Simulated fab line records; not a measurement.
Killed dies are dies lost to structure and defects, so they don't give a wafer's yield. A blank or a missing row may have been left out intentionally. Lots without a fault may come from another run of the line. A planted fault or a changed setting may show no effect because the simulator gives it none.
fab line records    flow n5Finfet
[record] lots = 11  wafers = 30  lastDay = 18
route steps=1938 shown BEOL_M8@1335 BEOL_M9@1401
lots that met no fault: taken from a fault-free run of the same line
startH: the number of hours between the record's first day and the start of the first shown wafer of the lot    waitH: time in hours since the lot's previous step    " same as the row above    L1.1+2: one row covering several wafers at once    - no value, or no start was given    * or withheld: withheld    < > ~ a bound
route shown NAME@n: a module of which the file shows steps, and the number in the route of the first    usual: mean and standard deviation over wafers with no fault    same: alike in all rows    chamber/n: place in a boat    sites: per-site readings    _std_site: how widely they spread, as a standard deviation    _edge_site: outer sites' mean less inner sites'    radiusMm: how far each site lies from the wafer's centre    mask NAME#n: copy n    behind: the tool/chamber that last shaped the wafer    hold: the reason the lot was held/the length of the hold in hours/how it ended    device: names the non-switching transistor (n, p or np)    end of line: tests run on the same wafers once the route is complete    a step given without rows: its recipe and nothing more    killed: not the wafer's yield, but the dies lost to structure and defects at the first sort    map: per-die view of a wafer (x killed, . not killed, _ where there is no die)
set.NAME: the setting that was run; set.NAME@STEP: the one run at that earlier step    model.NAME: the simulator's own value behind a step, which no gauge read
steps of the route over a sample of lots; a table a step, a row a wafer
services: a tool's chamber out of use, with start hour (startH, from the record's first day; less than 0 if before it), hours out, and reason
[[steps]]
[step N5_BEOL_M8_PECVD_70]
[recipe] material = SiO2  targetThkA = 200  tempC = 400  precursor = TEOS/O2  pressureTorr = 5.5  rfW = 450  teosFlowSccm = 53.8  gas = O2  flowSccm = 3000  timeS = 22.7
[usual] heaterPowerW = 687/64  showerheadPlenumPTorr = 8.78/0.05  showerheadVppV = 1307/65  throttleValvePct = 22.7/1.6
lot.wafer  tool      chamber  startH  waitH  heaterPowerW  showerheadPlenumPTorr  showerheadVppV  throttleValvePct
L586.2     pecvd-03  1        214.66  0.0    754           8.80                   1284            24.3
L586.3     "         2        "       "      767           8.83                   1383            20.0
L586.6     "         0        "       "      633           8.75                   1333            22.6
L591.1     pecvd-03  1        244.86  0.0    678           8.82                   1285            24.1
L591.3     "         0        "       "      598           8.75                   1345            22.9
L591.5     "         0        "       "      586           8.78                   1347            23.1
L592.3     pecvd-01  0        249.03  0.0    721           8.68                   1341            25.7
L592.4     "         2        "       "      689           8.77                   1318            21.8
L592.5     "         1        "       "      783           8.67                   1257            21.1
L595.1     pecvd-02  1        256.32  0.0    712           8.76                   1368            24.0
L595.3     "         2        "       "      667           8.81                   1180            21.1
L595.6     "         1        "       "      706           8.77                   1354            23.8
L594.2     pecvd-02  1        267.60  0.0    688           8.77                   1385            23.8
L594.3     "         2        "       "      604           8.81                   1174            21.1
L594.6     "         2        "       "      613           8.80                   1188            21.2
L602.1     pecvd-02  1        299.89  0.0    690           8.78                   1356            23.9
L602.3     "         0        "       "      732           8.85                   1326            23.6
L603.2     pecvd-02  1        304.60  0.0    697           8.78                   1376            23.9
L603.3     "         2        "       "      648           8.79                   1188            21.4
L604.1     pecvd-02  2        319.31  0.0    682           8.80                   1191            21.3
L604.3     "         1        "       "      599           8.75                   1339            23.9
L606.1     pecvd-03  0        334.82  0.0    632           8.75                   1371            22.7
L606.2     "         2        "       "      711           8.81                   1361            20.2
L606.4     "         0        "       "      617           8.76                   1363            22.9
L609.4     pecvd-03  1        340.89  0.1    650           8.82                   1294            24.3
L609.5     "         0        "       "      627           8.74                   1343            22.8
L609.6     "         2        "       "      680           8.83                   1381            19.8
L607.2     pecvd-01  1        341.45  0.0    730           8.68                   1260            21.0
L607.4     "         2        "       "      752           8.79                   1334            22.4
L607.6     "         1        "       "      741           8.71                   1260            21.0
[step N5_BEOL_M8_ANNEAL_51]
[recipe] tempC = 225  timeS = 90  ambient = N2
[usual] wafer_temp_C_max = 225.90/0.29
lot.wafer  tool          chamber  startH  waitH  wafer_temp_C_max
L586.2     rtpAnneal-01  0        221.53  0.3    226.29
L586.3     "             0        "       "      226.03
L586.6     "             0        "       "      226.59
L591.1     rtpAnneal-01  0        250.06  0.1    226.13
L591.3     "             0        "       "      225.88
L591.5     "             0        "       "      226.02
L592.3     rtpAnneal-01  0        256.21  0.3    225.96
L592.4     "             0        "       "      226.07
L592.5     "             0        "       "      226.02
L595.1     rtpAnneal-01  0        263.17  0.7    225.78
L595.3     "             0        "       "      226.24
L595.6     "             0        "       "      226.18
L594.2     rtpAnneal-02  0        275.47  0.4    225.49
L594.3     "             0        "       "      225.63
L594.6     "             0        "       "      225.57
L602.1     rtpAnneal-02  0        306.68  0.2    225.81
L602.3     "             0        "       "      225.66
L603.2     rtpAnneal-01  0        312.08  0.2    226.15
L603.3     "             0        "       "      226.14
L604.1     rtpAnneal-02  0        327.18  0.1    225.98
L604.3     "             0        "       "      226.22
L606.1     rtpAnneal-01  0        342.31  0.8    226.30
L606.2     "             0        "       "      226.00
L606.4     "             0        "       "      226.16
L609.4     rtpAnneal-02  0        347.67  0.2    225.24
L609.5     "             0        "       "      225.67
L609.6     "             0        "       "      225.28
L607.2     rtpAnneal-02  0        349.09  0.3    225.76
L607.4     "             0        "       "      225.82
L607.6     "             0        "       "      225.87
[step N5_BEOL_M8_CMP_52]
[recipe] stopOn = SiCOH_lowk  tOverpolishS = 6.9  downForcePsi = 1  platenRpm = 50  clearingPlatenDownForcePsi = 1.5  clearingPlatenRpm = 50  postCmpClean = cuAlkaline  targetThkNm = 80  clearingPlatenPadVelocityMS = 0.99484  padVelocityMS = 0.99484
[usual] barrierFieldEndpointS = 28.9/0.58  motorCurrentA = 6.1/0.71  overpolishRunS = 6.900/0.0092
lot.wafer  tool    chamber  startH  waitH  barrierFieldEndpointS  motorCurrentA  overpolishRunS
L586.3     cmp-04  2        221.84  0.2    29.0                   5.4            6.904
L586.2     "       0        "       "      29.0                   4.6            6.893
L586.6     "       2        "       "      29.0                   5.6            6.904
L591.1     cmp-04  1        250.36  0.3    29.2                   6.4            6.892
L591.3     "       2        "       "      28.6                   5.4            6.892
L591.5     "       2        "       "      28.2                   5.7            6.912
L592.4     cmp-02  1        256.47  0.2    29.1                   7.1            6.886
L592.3     "       2        "       "      28.3                   6.5            6.916
L592.5     "       0        "       "      28.9                   6.5            6.884
L595.1     cmp-02  1        263.50  0.3    28.7                   7.0            6.912
L595.3     "       3        "       "      29.3                   6.4            6.921
L595.6     "       0        "       "      30.3                   6.5            6.913
L594.3     cmp-02  3        275.72  0.2    28.6                   6.5            6.901
L594.2     "       0        "       "      28.6                   6.4            6.889
L594.6     "       3        "       "      28.3                   6.3            6.896
L602.3     cmp-02  1        306.97  0.2    40.8                   7.2            6.016
L602.1     "       0        "       "      28.8                   6.4            6.909
L603.2     cmp-02  2        312.60  0.4    28.7                   6.5            6.896
L603.3     "       3        "       "      40.6                   6.4            6.195
L604.3     cmp-02  3        327.55  0.2    40.0                   6.3            6.842
L604.1     "       0        "       "      28.8                   6.6            6.911
L606.4     cmp-01  2        342.61  0.1    30.2                   4.8            6.909
L606.1     "       3        "       "      29.1                   5.6            6.894
L606.2     "       0        "       "      29.2                   5.2            6.904
L609.4     cmp-01  2        347.95  0.2    29.5                   5.0            6.884
L609.6     "       3        "       "      29.5                   5.5            6.897
L609.5     "       0        "       "      29.5                   5.5            6.899
L607.2     cmp-01  2        349.34  0.2    28.7                   4.8            6.901
L607.4     "       1        "       "      28.1                   6.6            6.900
L607.6     "       3        "       "      27.5                   5.7            6.905
[step N5_BEOL_M9_ILD_DEP_00]
[recipe] material = SiCOH_lowk  targetThkA = 3085.1  tempC = 300  precursor = DEMS/porogen  pressureTorr = 5  rfW = 500  timeS = 58
[usual] heaterPowerW = 298/38  showerheadPlenumPTorr = 5.739/0.015  showerheadVppV = 1374/63  throttleValvePct = 13.7/0.97
lot.wafer  tool      chamber  startH  waitH  heaterPowerW  showerheadPlenumPTorr  showerheadVppV  throttleValvePct
L586.2     pecvd-02  0        222.29  0.0    324           5.750                  1393            14.5
L586.3     "         1        "       "      278           5.733                  1435            14.8
L586.6     "         1        "       "      276           5.739                  1432            14.8
L591.1     pecvd-04  2        250.85  0.0    309           5.720                  1378            12.5
L591.3     "         1        "       "      268           5.748                  1285            13.4
L591.5     "         2        "       "      315           5.711                  1360            12.4
L592.3     pecvd-03  1        256.92  0.0    272           5.724                  1378            15.0
L592.4     "         2        "       "      331           5.757                  1454            12.1
L592.5     "         0        "       "      285           5.728                  1444            14.2
L595.1     pecvd-04  2        263.95  0.0    306           5.707                  1353            12.4
L595.3     "         0        "       "      352           5.710                  1379            13.2
L595.6     "         2        "       "      314           5.727                  1372            12.4
L594.2     pecvd-03  1        276.24  0.0    308           5.750                  1367            15.2
L594.3     "         0        "       "      267           5.742                  1425            14.2
L594.6     "         1        "       "      311           5.745                  1354            15.1
L602.1     pecvd-03  1        307.46  0.0    318           5.735                  1376            14.8
L602.3     "         2        "       "      317           5.761                  1447            12.4
L603.2     pecvd-02  0        313.05  0.0    347           5.750                  1411            14.3
L603.3     "         2        "       "      243           5.740                  1247            13.2
L604.1     pecvd-04  0        327.96  0.0    313           5.727                  1374            13.5
L604.3     "         2        "       "      278           5.727                  1359            12.7
L606.1     pecvd-03  2        343.09  0.0    326           5.756                  1443            12.3
L606.2     "         0        "       "      277           5.723                  1425            14.4
L606.4     "         2        "       "      334           5.767                  1442            12.3
L609.4     pecvd-04  2        348.35  0.1    334           5.706                  1389            12.6
L609.5     "         1        "       "      244           5.764                  1285            13.5
L609.6     "         0        "       "      367           5.727                  1390            13.7
L607.2     pecvd-02  2        349.83  0.0    237           5.742                  1213            13.3
L607.4     "         0        "       "      267           5.743                  1386            14.4
L607.6     "         2        "       "      252           5.751                  1237            13.3
[step N5_BEOL_M9_CURE_71]
[recipe] tempC = 385  timeS = 240  ambient = He/Ar  material = SiCOH_lowk
[usual] lampPowerPct = 52.31/0.055  wafer_temp_C_max = 387.0/0.69
lot.wafer  tool       chamber  startH  waitH  lampPowerPct  wafer_temp_C_max
L586.2     uvCure-02  1        222.44  0.1    52.27         388.1
L586.3     "          1        "       "      52.29         386.7
L586.6     "          1        "       "      52.26         387.0
L591.1     uvCure-01  0        250.93  0.0    52.20         387.3
L591.3     "          0        "       "      52.35         387.1
L591.5     "          0        "       "      52.28         386.9
L592.3     uvCure-01  1        257.16  0.2    52.23         387.1
L592.4     "          1        "       "      52.30         386.8
L592.5     "          1        "       "      52.35         386.7
L595.1     uvCure-01  0        264.06  0.1    52.36         386.6
L595.3     "          0        "       "      52.33         387.1
L595.6     "          0        "       "      52.23         386.5
L594.2     uvCure-01  2        276.62  0.4    52.20         388.4
L594.3     "          2        "       "      52.37         389.3
L594.6     "          2        "       "      52.31         388.4
L602.1     uvCure-03  1        307.57  0.1    52.28         387.3
L602.3     "          1        "       "      52.35         386.3
L603.2     uvCure-01  0        313.21  0.1    52.27         387.2
L603.3     "          0        "       "      52.30         386.7
L604.1     uvCure-01  0        328.04  0.0    52.40         386.9
L604.3     "          0        "       "      52.36         386.5
L606.1     uvCure-01  0        343.18  0.1    52.34         386.7
L606.2     "          0        "       "      52.23         386.9
L606.4     "          0        "       "      52.24         386.7
L609.4     uvCure-03  0        348.88  0.5    52.26         386.4
L609.5     "          0        "       "      52.42         386.3
L609.6     "          0        "       "      52.25         386.4
L607.2     uvCure-02  0        349.99  0.1    52.35         388.1
L607.4     "          0        "       "      52.33         387.4
L607.6     "          0        "       "      52.33         388.4
[[services]]
tool          chamber  startH  hours  kind
pecvd-01      2        192.19  10.5   repair
cmp-01        -        195.05  4.0    repair
cmp-01        -        202.53  2.6    repair
pecvd-03      -        210.90  0.7    repair
cmp-04        -        213.85  2.0    repair
cmp-02        -        217.07  4.0    pm
uvCure-01     -        217.50  4.4    repair
cmp-02        -        236.73  3.6    pm
pecvd-01      1        237.48  10.0   repair
uvCure-02     -        259.75  6.0    pm
rtpAnneal-02  -        259.79  3.4    pm
uvCure-02     -        265.75  1.0    pm
cmp-01        -        276.89  4.0    pm
cmp-02        -        282.84  3.9    repair
pecvd-01      -        283.86  6.0    pm
cmp-04        -        285.55  4.9    pm
pecvd-03      -        297.75  2.6    repair
uvCure-02     -        299.32  24.9   pm
cmp-02        -        301.49  0.3    repair
pecvd-03      0        302.05  8.0    repair
cmp-04        -        305.26  1.2    repair
cmp-01        -        312.41  0.7    repair
cmp-04        -        326.79  4.0    pm
cmp-04        -        331.17  0.8    repair
[[key]]
[firstSign] step = N5_BEOL_M8_CMP_52  reading = overpolishRunS  direction = down  sigmas = 60  usual = 6.900  struck = 6.351
[effect] step = N5_BEOL_M8_CMP_52  reading = barrierFieldEndpointS  direction = up  sigmas = 20  usual = 28.9  struck = 40.5
metAt N5_BEOL_M8_PECVD_70
struckLots L602,L603,L604
struckWafers L602.3,L603.3,L604.3
notActingAt N5_BEOL_M8_ANNEAL_51,N5_BEOL_M9_ILD_DEP_00,N5_BEOL_M9_CURE_71
onsetBetween 267.60 299.89
[fault] kind = processParameterDrift  tool = pecvd-02  chamber = -  onsetH = 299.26  steps = N5_BEOL_M8_PECVD_70  channel = timeS  offset = *  shape = step  endH = 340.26  scope = struckWafersOnly  actsIn = *  stated = *
